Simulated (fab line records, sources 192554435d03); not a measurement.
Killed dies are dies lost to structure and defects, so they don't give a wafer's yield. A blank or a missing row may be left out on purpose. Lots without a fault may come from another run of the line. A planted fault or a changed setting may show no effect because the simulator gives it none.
One fault seen from 2 desks | flow n5_finfet | each desk has only its own numbers; what lay behind them comes last

THE METROLOGY DESK
What the gauges read, lot by lot, whatever tool the lot ran on: means of the sampled wafers that have a number. A lot is out of limits, marked OUT, if its mean lies more than 4 standard deviations from the usual mean; the brackets give that distance. Of its 12 readings 7 are shown: the one that was out of limits first, and those that lie furthest out on some lot.
Columns: A = HMC_CMP_THK at N5_PMOS_HMC_CHANNEL_EPI_THK_MEAS_22, usual 54.1 nm; B = DIBL_N at N5_BEOL_M4_RC_MEAS_101, usual 36.4 mV/V; C = IOFF_P at N5_BEOL_M4_RC_MEAS_101, usual 0.21 nA/um; D = ION_P at N5_BEOL_M4_RC_MEAS_101, usual 464 uA/um; E = SS_P at N5_BEOL_M4_RC_MEAS_101, usual 73.3 mV/dec; F = VT_N at N5_BEOL_M4_RC_MEAS_101, usual 250 mV; G = VT_P at N5_BEOL_M4_RC_MEAS_101, usual -251 mV
lot  | first seen here | A               | B    | C    | D   | E    | F   | G
L960 | day 2 05:16     | 54.1            | 36.9 | 0.22 | 471 | 73.5 | 248 | -249
L964 | day 3 05:22     | 45.5 (-6.6) OUT | 32.8 | 0.15 | 428 | 72.9 | 257 | -257
L965 | day 3 11:47     | 48.5 (-4.3) OUT | 34.4 | 0.18 | 444 | 71.9 | 252 | -254
L967 | day 3 22:59     | 46.6 (-5.7) OUT | 38.8 | 0.23 | 450 | 73.6 | 249 | -250
L972 | day 5 05:14     | 54.6            | 36.2 | 0.21 | 452 | 73.9 | 250 | -253
L973 | day 5 11:50     | 54.4            | 36.2 | 0.20 | 452 | 73.2 | 250 | -250
L974 | day 5 17:05     | 53.2            | 38.1 | 0.22 | 459 | 74.1 | 250 | -252
L977 | day 6 12:05     | 55.2            | 37.2 | 0.23 | 465 | 74.3 | 248 | -247
L979 | day 7 00:07     | 54.6            | 37.0 | 0.23 | 469 | 73.6 | 246 | -251
L981 | day 7 11:32     | 54.8            | 31.1 | 0.11 | 446 | 71.4 | 258 | -261
This desk's finding: out of limits on L964, L965, L967; first on L964, day 3 07:45 (HMC_CMP_THK at N5_PMOS_HMC_CHANNEL_EPI_THK_MEAS_22). In limits: L960, L972, L973, L974, L977, L979, L981.

THE TOOL OWNER'S DESK: rie_si-05
The tool's own readings at N5_PMOS_HMC_CHANNEL_EPI_FIN_RECESS_16 (chemistry HBr/Cl2, target Si, target depth 54 nm, time 18 s): means of the sampled wafers that have a number, for each lot that ran on this tool. A lot is out of limits, marked OUT, if its mean lies more than 4 standard deviations from the usual mean; the brackets give that distance.
Columns: A = drypump_motor_current_A at N5_PMOS_HMC_CHANNEL_EPI_FIN_RECESS_16, usual 5.68 A; B = oes_product_au at N5_PMOS_HMC_CHANNEL_EPI_FIN_RECESS_16, usual 0.998 a.u.; C = throttle_valve_pct at N5_PMOS_HMC_CHANNEL_EPI_FIN_RECESS_16, usual 35.6 %
lot  | first seen here | A    | B     | C
L964 | day 3 05:57     | 5.54 | 0.978 | 35.9
L965 | day 3 12:19     | 5.79 | 1.024 | 36.2
L967 | day 3 23:33     | 5.83 | 0.993 | 36.2
L977 | day 6 13:58     | 5.55 | 1.018 | 35.9
L981 | day 7 12:05     | 5.61 | 1.013 | 35.8
This desk's finding: nothing out of limits on any of the 5 lots.

PUT TOGETHER
The metrology desk could have raised an alarm at day 3 07:45, on L964, L965, L967.
The tool owner's desk saw nothing out of limits.
The tool owner's desk has L964, L965, L967 on record, within its limits.
Of the lots named, all ran N5_PMOS_HMC_CHANNEL_EPI_FIN_RECESS_16 on rie_si-05.

WHAT THE SIMULATOR HAD PUT IN
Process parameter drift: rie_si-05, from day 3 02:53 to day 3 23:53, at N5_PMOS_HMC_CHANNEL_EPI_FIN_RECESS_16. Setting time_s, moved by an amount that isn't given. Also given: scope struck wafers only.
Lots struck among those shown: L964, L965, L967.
Hours from the fault's start to each desk's first reading out of limits: the metrology desk, 5.
